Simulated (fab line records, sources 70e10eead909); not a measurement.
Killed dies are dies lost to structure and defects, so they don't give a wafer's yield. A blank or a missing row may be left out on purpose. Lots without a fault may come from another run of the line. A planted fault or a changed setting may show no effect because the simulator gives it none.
Which tool did it? | flow nand_harc | 24 lots, 72 wafers sampled, at 6 steps of a route of 1302

WHAT THE GAUGES READ, wafer by wafer
NHARC_A_CONTACT_CD_MEAS_80. Usual: cd_nm 289.8 nm, standard deviation 0.7.
lot  | measured     | on        | cd_nm (nm)        | flag
L076 | day 22 11:43 | cd_sem-02 | 290.1 291.1 289.7 |
L074 | day 22 12:37 | cd_sem-03 | 289.6 289.6 289.2 |
L075 | day 22 21:11 | cd_sem-01 | 290.4 289.5 290.0 |
L077 | day 23 02:25 | cd_sem-01 | 290.4 290.9 290.8 |
L078 | day 23 11:04 | cd_sem-03 | 290.6 289.3 290.5 |
L079 | day 24 04:37 | cd_sem-01 | 289.9 290.5 291.2 |
L080 | day 24 10:22 | cd_sem-02 | 289.5 289.9 289.9 |
L081 | day 25 10:46 | cd_sem-03 | 290.0 289.7 290.1 |
L082 | day 25 23:40 | cd_sem-02 | 290.0 289.6 289.6 |
L083 | day 26 01:29 | cd_sem-01 | 288.8 289.2 288.9 |
L084 | day 26 18:23 | cd_sem-01 | 290.5 290.9 290.4 |
L086 | day 26 18:57 | cd_sem-01 | 290.7 290.9 291.0 |
L087 | day 27 01:58 | cd_sem-01 | 289.1 289.1 289.5 |
L085 | day 27 03:16 | cd_sem-03 | 289.5 289.8 289.4 |
L088 | day 28 00:05 | cd_sem-02 | 291.1 290.2 290.4 |
L089 | day 28 05:21 | cd_sem-01 | 290.4 289.8 290.5 |
L090 | day 28 09:58 | cd_sem-02 | 288.5 288.2 288.7 |
L091 | day 29 10:15 | cd_sem-03 | 289.5 289.1 289.6 |
L092 | day 29 14:50 | cd_sem-01 | 289.5 289.8 289.4 |
L093 | day 29 21:35 | cd_sem-03 | 289.0 289.2 288.7 |
L094 | day 30 06:21 | cd_sem-02 | 290.0 289.6 289.4 |
L096 | day 30 18:43 | cd_sem-01 | 289.6 289.3 288.8 |
L095 | day 30 21:57 | cd_sem-01 | 288.7 289.0 289.0 |
L097 | day 31 12:01 | cd_sem-02 | 290.1 289.9 289.2 |

NHARC_A_M1_CD_MEAS_09: target cd 120 nm. Usual: cd_nm 120.0 nm, standard deviation 0.54.
lot  | measured     | on        | cd_nm (nm)        | flag
L076 | day 23 05:17 | cd_sem-01 | 119.9 120.8 120.4 |
L074 | day 23 06:37 | cd_sem-03 | 119.4 119.8 119.7 |
L075 | day 23 19:21 | cd_sem-02 | 119.6 120.3 119.7 |
L077 | day 23 20:44 | cd_sem-03 | 120.2 120.7 120.5 |
L078 | day 24 05:22 | cd_sem-02 | 120.0 120.0 120.7 |
L079 | day 25 05:31 | cd_sem-02 | 119.6 120.3 119.9 |
L080 | day 25 11:15 | cd_sem-01 | 119.9 118.9 118.7 |
L081 | day 26 05:27 | cd_sem-01 | 119.5 119.9 119.7 |
L082 | day 26 18:24 | cd_sem-02 | 119.4 119.3 119.8 |
L083 | day 26 22:56 | cd_sem-03 | 120.3 120.1 119.4 |
L084 | day 27 16:39 | cd_sem-02 | 119.3 120.2 119.2 |
L086 | day 27 15:30 | cd_sem-02 | 120.4 121.2 121.2 |
L087 | day 27 19:55 | cd_sem-01 | 119.7 119.5 120.4 |
L085 | day 27 21:24 | cd_sem-01 | 119.6 119.9 119.3 |
L088 | day 28 18:51 | cd_sem-02 | 119.0 119.8 120.0 |
L089 | day 28 23:21 | cd_sem-03 | 119.9 120.5 120.3 |
L090 | day 29 08:04 | cd_sem-02 | 120.9 120.7 120.0 |
L091 | day 30 05:19 | cd_sem-01 | 120.8 121.1 121.0 |
L092 | day 30 09:51 | cd_sem-02 | 120.0 120.0 120.2 |
L093 | day 30 17:05 | cd_sem-01 | 119.8 119.3 119.7 |
L094 | day 31 00:56 | cd_sem-01 | 120.0 119.8 119.7 |
L096 | day 31 13:31 | cd_sem-02 | 120.2 119.5 120.1 |
L095 | day 31 15:50 | cd_sem-01 | 120.3 119.5 119.5 |
L097 | day 32 10:53 | cd_sem-02 | 119.9 120.9 120.3 |

NHARC_A_M1_INSPECT_27. Usual: raw_defect_count 538, standard deviation 140.
lot  | measured     | on                | raw_defect_count | flag
L076 | day 23 08:04 | defect_inspect-02 | 460 673 569      |
L074 | day 23 09:23 | defect_inspect-01 | 371 399 459      |
L075 | day 23 22:05 | defect_inspect-01 | 521 520 700      |
L077 | day 23 23:55 | defect_inspect-02 | 627 486 771      |
L078 | day 24 08:08 | defect_inspect-02 | 694 601 666      |
L079 | day 25 08:17 | defect_inspect-01 | 669 908 599      |
L080 | day 25 14:17 | defect_inspect-01 | 376 366 374      |
L081 | day 26 08:14 | defect_inspect-02 | 825 632 1109     |
L082 | day 26 21:12 | defect_inspect-02 | 436 504 416      |
L083 | day 27 02:04 | defect_inspect-02 | 654 748 641      |
L084 | day 27 19:25 | defect_inspect-02 | 492 528 543      |
L086 | day 27 18:17 | defect_inspect-01 | 502 406 445      |
L087 | day 27 22:40 | defect_inspect-02 | 468 749 595      |
L085 | day 28 00:22 | defect_inspect-01 | 368 612 428      |
L088 | day 28 21:37 | defect_inspect-02 | 461 512 674      |
L089 | day 29 02:08 | defect_inspect-02 | 448 349 430      |
L090 | day 29 10:49 | defect_inspect-01 | 377 434 447      |
L091 | day 30 08:05 | defect_inspect-01 | 455 461 463      |
L092 | day 30 12:39 | defect_inspect-02 | 454 579 445      |
L093 | day 30 19:51 | defect_inspect-02 | 627 979 671      |
L094 | day 31 03:40 | defect_inspect-01 | 388 553 409      |
L096 | day 31 16:19 | defect_inspect-02 | 526 512 478      |
L095 | day 31 18:37 | defect_inspect-01 | 346 475 449      |
L097 | day 32 13:41 | defect_inspect-01 | 426 432 397      |

NHARC_HYBRID_BOND_OVL_MEAS_05. Usual: overlay_x_nm 1 nm, standard deviation 31; overlay_y_nm 0 nm, standard deviation 31.
lot  | measured     | on         | overlay_x_nm (nm) | overlay_y_nm (nm) | flag
L076 | day 23 21:56 | overlay-01 | -5 8 67           | -11 29 17         |
L074 | day 23 21:56 | overlay-02 | -51 34 42         | -22 20 -43        |
L075 | day 24 12:07 | overlay-02 | 5 -10 -7          | 11 14 25          |
L077 | day 24 12:07 | overlay-01 | 49 64 12          | 80 1 51           |
L078 | day 24 22:13 | overlay-02 | 9 -10 34          | 5 12 -7           |
L079 | day 26 00:23 | overlay-01 | 74 -6 -1          | -11 -13 55        |
L080 | day 26 04:46 | overlay-02 | -38 -16 -70       | 4 -53 33          |
L081 | day 26 23:50 | overlay-01 | 14 11 -4          | -48 8 -23         |
L082 | day 27 11:20 | overlay-02 | 28 16 -16         | 7 41 -7           |
L083 | day 27 16:16 | overlay-01 | 24 31 29          | 51 -20 20         |
L084 | day 28 08:31 | overlay-01 | 73 -2 -3          | 27 -3 2           |
L086 | day 28 08:31 | overlay-02 | -57 -23 10        | -32 -48 -26       |
L087 | day 28 14:08 | overlay-02 | 1 0 -10           | 35 30 -9          |
L085 | day 28 14:08 | overlay-01 | -37 -20 6         | 3 -24 -82         |
L088 | day 29 11:40 | overlay-01 | -16 34 46         | 22 -2 10          |
L089 | day 29 20:22 | overlay-02 | -3 -12 -7         | -33 14 -31        |
L090 | day 30 01:26 | overlay-01 | -47 -52 68        | 22 -2 -4          |
L091 | day 31 01:38 | overlay-01 | -88 0 -55         | -9 49 -43         |
L092 | day 31 01:38 | overlay-02 | 0 3 22            | 43 10 -5          |
L093 | day 31 09:54 | overlay-02 | -9 24 26          | 26 -32 -22        |
L094 | day 31 21:29 | overlay-01 | 31 26 18          | -27 80 19         |
L096 | day 32 11:34 | overlay-02 | 8 -74 29          | -44 29 36         |
L095 | day 32 11:35 | overlay-02 | 7 12 -8           | -23 -6 -21        |
L097 | day 33 03:48 | overlay-02 | -18 1 14          | 57 18 -30         |

WHICH TOOL RAN EACH LOT (tool, then ch and the chambers of the sampled wafers, then the start)
lot  | NHARC_A_BONDPAD_CMP_29        | NHARC_A_BONDPAD_PRE_CLEAN_26
L076 | cmp-03 ch 0,1,2, day 23 09:11 | pvd_sputter-02, day 23 21:56 or earlier
L074 | cmp-01 ch 1,2, day 23 10:31   | pvd_sputter-03, day 23 21:56 or earlier
L075 | cmp-03 ch 2,3, day 23 23:12   | pvd_sputter-03, day 24 12:07 or earlier
L077 | cmp-04 ch 1,2,3, day 24 01:01 | pvd_sputter-01, day 24 12:07 or earlier
L078 | cmp-04 ch 0,1,3, day 24 09:16 | pvd_sputter-02, day 24 22:13 or earlier
L079 | cmp-01 ch 0,1,3, day 25 09:24 | pvd_sputter-03, day 26 00:23 or earlier
L080 | cmp-03 ch 0,1,3, day 25 15:26 | pvd_sputter-03, day 26 04:46 or earlier
L081 | cmp-03 ch 0,1,3, day 26 09:26 | pvd_sputter-02, day 26 23:50 or earlier
L082 | cmp-01 ch 0,1,3, day 26 22:20 | pvd_sputter-03, day 27 11:20 or earlier
L083 | cmp-04 ch 1,2,3, day 27 03:10 | pvd_sputter-02, day 27 16:16 or earlier
L084 | cmp-03 ch 0,2,3, day 27 20:34 | pvd_sputter-01, day 28 08:31 or earlier
L086 | cmp-03 ch 0,3, day 27 19:23   | pvd_sputter-01, day 28 08:31 or earlier
L087 | cmp-04 ch 2,3, day 27 23:52   | pvd_sputter-01, day 28 14:08 or earlier
L085 | cmp-03 ch 2,3, day 28 01:28   | pvd_sputter-02, day 28 14:08 or earlier
L088 | cmp-03 ch 0,1,3, day 28 22:44 | pvd_sputter-03, day 29 11:40 or earlier
L089 | cmp-03 ch 1,2,3, day 29 03:26 | pvd_sputter-01, day 29 20:22 or earlier
L090 | cmp-01 ch 1,2,3, day 29 12:23 | pvd_sputter-03, day 30 01:26 or earlier
L091 | cmp-01 ch 1,2,3, day 30 09:15 | pvd_sputter-01, day 31 01:38 or earlier
L092 | cmp-01 ch 0,1, day 30 13:46   | pvd_sputter-02, day 31 01:38 or earlier
L093 | cmp-01 ch 0,1, day 30 20:57   | pvd_sputter-01, day 31 09:54 or earlier
L094 | cmp-04 ch 1,2, day 31 04:47   | pvd_sputter-03, day 31 21:29 or earlier
L096 | cmp-03 ch 0,2,3, day 31 17:31 | pvd_sputter-03, day 32 11:34 or earlier
L095 | cmp-03 ch 0,3, day 31 19:45   | pvd_sputter-01, day 32 11:35 or earlier
L097 | cmp-04 ch 0,1, day 32 14:47   | pvd_sputter-02, day 33 03:48 or earlier
- NHARC_A_BONDPAD_CMP_29: polishes SiCN, target thk 200 nm.
- NHARC_A_BONDPAD_PRE_CLEAN_26: time 30 s.

WHAT THE TOOLS THEMSELVES READ (means of the sampled wafers that have a number; where no wafer has one, the mark that the record gives instead)
NHARC_A_BONDPAD_CMP_29. Usual: motor_current_A 12.0 A, standard deviation 1.4.
lot  | tool   | motor_current_A (A) | flag
L076 | cmp-03 | 12.6                |
L074 | cmp-01 | 12.0                |
L075 | cmp-03 | 11.0                |
L077 | cmp-04 | 13.6                |
L078 | cmp-04 | 12.0                |
L079 | cmp-01 | 11.1                |
L080 | cmp-03 | 11.8                |
L081 | cmp-03 | 11.9                |
L082 | cmp-01 | 11.2                |
L083 | cmp-04 | 13.7                |
L084 | cmp-03 | 12.2                |
L086 | cmp-03 | 11.5                |
L087 | cmp-04 | 14.3                |
L085 | cmp-03 | 10.7                |
L088 | cmp-03 | 11.7                |
L089 | cmp-03 | 11.2                |
L090 | cmp-01 | 11.8                |
L091 | cmp-01 | 11.7                |
L092 | cmp-01 | 11.0                |
L093 | cmp-01 | 10.8                |
L094 | cmp-04 | 13.3                |
L096 | cmp-03 | 11.6                |
L095 | cmp-03 | 11.7                |
L097 | cmp-04 | 12.2                |

NHARC_A_BONDPAD_PRE_CLEAN_26. Usual: heater_power_w 414 W, standard deviation 41.
lot  | tool           | heater_power_w (W) | flag
L076 | pvd_sputter-02 | 449                |
L074 | pvd_sputter-03 | 381                |
L075 | pvd_sputter-03 | 377                |
L077 | pvd_sputter-01 | 418                |
L078 | pvd_sputter-02 | 453                |
L079 | pvd_sputter-03 | 409                |
L080 | pvd_sputter-03 | 417                |
L081 | pvd_sputter-02 | 428                |
L082 | pvd_sputter-03 | 410                |
L083 | pvd_sputter-02 | 450                |
L084 | pvd_sputter-01 | 392                |
L086 | pvd_sputter-01 | 396                |
L087 | pvd_sputter-01 | 401                |
L085 | pvd_sputter-02 | 433                |
L088 | pvd_sputter-03 | 409                |
L089 | pvd_sputter-01 | 396                |
L090 | pvd_sputter-03 | 382                |
L091 | pvd_sputter-01 | 382                |
L092 | pvd_sputter-02 | 461                |
L093 | pvd_sputter-01 | 404                |
L094 | pvd_sputter-03 | 412                |
L096 | pvd_sputter-03 | 425                |
L095 | pvd_sputter-01 | 398                |
L097 | pvd_sputter-02 | 464                |

THE ANSWER, worked out from the rows above alone
Rule: a lot is off if the mean of its wafers that have a number lies more than 3 standard deviations from the usual mean. A lot without any number at a reading at which 4 lots or more have one is off too. The other lots that the step has rows for count as sound. The gauges are gone through in route order, then the tools' own readings, and for those a lot's mean is taken as printed above. The first step at which some lot is off is used, and at that step the reading that is off furthest; a lot without a number counts as furthest.
No lot is off at any reading shown: from this, nothing can be told.

WHAT THE SIMULATOR HAD PUT IN
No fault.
